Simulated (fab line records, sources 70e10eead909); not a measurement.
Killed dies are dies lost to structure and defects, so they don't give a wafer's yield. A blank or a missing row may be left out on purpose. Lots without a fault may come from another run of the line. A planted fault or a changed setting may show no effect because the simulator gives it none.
One fault seen from 2 desks | flow nand_harc | each desk has only its own numbers; what lay behind them comes last

THE METROLOGY DESK
What the gauges read, lot by lot, whatever tool the lot ran on: means of the sampled wafers that have a number. A lot is out of limits, marked OUT, if its mean lies more than 4 standard deviations from the usual mean; the brackets give that distance.
Columns: A = cd_nm at NHARC_P_M1_CD_MEAS_09, usual 130.0 nm
lot  | first seen here | A
L142 | day 6 09:29     | 130.1
L146 | day 8 04:14     | 130.5
L147 | day 8 07:20     | 130.5
L152 | day 10 14:44    | 129.8
L154 | day 11 05:12    | 132.6 (+5.8) OUT
L156 | day 12 07:22    | 132.5 (+5.6) OUT
L158 | day 13 06:26    | 131.7
L160 | day 14 01:52    | 130.8
L163 | day 14 20:48    | 130.0
L162 | day 14 22:02    | 130.5
L165 | day 15 21:41    | 130.3
This desk's finding: out of limits on L154, L156; first on L154, day 11 05:12 (cd_nm at NHARC_P_M1_CD_MEAS_09). In limits: L142, L146, L147, L152, L158, L160, L163, L162, L165.

THE TOOL OWNER'S DESK: arfi_scanner-03
The tool's own readings at NHARC_P_M1_EXPOSE_06 (exposes mask P M1, target cd 130 nm): means of the sampled wafers that have a number, for each lot that ran on this tool. A lot is out of limits, marked OUT, if its mean lies more than 4 standard deviations from the usual mean; the brackets give that distance.
Columns: A = exposure_dose_mJ_cm2 at NHARC_P_M1_EXPOSE_06, usual 81.87; B = focus_offset_nm at NHARC_P_M1_EXPOSE_06, usual -0.1 nm
lot  | first seen here | A               | B
L146 | day 8 04:05     | 81.86           | -0.6
L152 | day 10 14:35    | 81.88           | -0.3
L154 | day 11 05:04    | 85.70 (+47) OUT | -0.1
L156 | day 12 07:14    | 85.04 (+39) OUT | -0.1
L158 | day 13 06:18    | 84.31 (+30) OUT | 0.4
L160 | day 14 01:43    | 83.87 (+25) OUT | 0.8
This desk's finding: out of limits on L154, L156, L158, L160; first on L154, day 11 05:04 (exposure_dose_mJ_cm2 at NHARC_P_M1_EXPOSE_06). In limits: L146, L152.

PUT TOGETHER
The tool owner's desk could have raised an alarm at day 11 05:04, on L154, L156, L158, L160.
The metrology desk could have raised an alarm at day 11 05:12, on L154, L156.
The metrology desk has L158, L160 on record, within its limits.
Of the lots named, all ran NHARC_P_M1_EXPOSE_06 on arfi_scanner-03.

WHAT THE SIMULATOR HAD PUT IN
Process parameter drift: arfi_scanner-03, from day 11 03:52 on, at NHARC_P_M1_EXPOSE_06. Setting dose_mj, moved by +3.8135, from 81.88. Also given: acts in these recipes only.
Lots struck among those shown: L154, L156, L158, L160.
Hours from the fault's start to each desk's first reading out of limits: the tool owner's desk, 1; the metrology desk, 1.
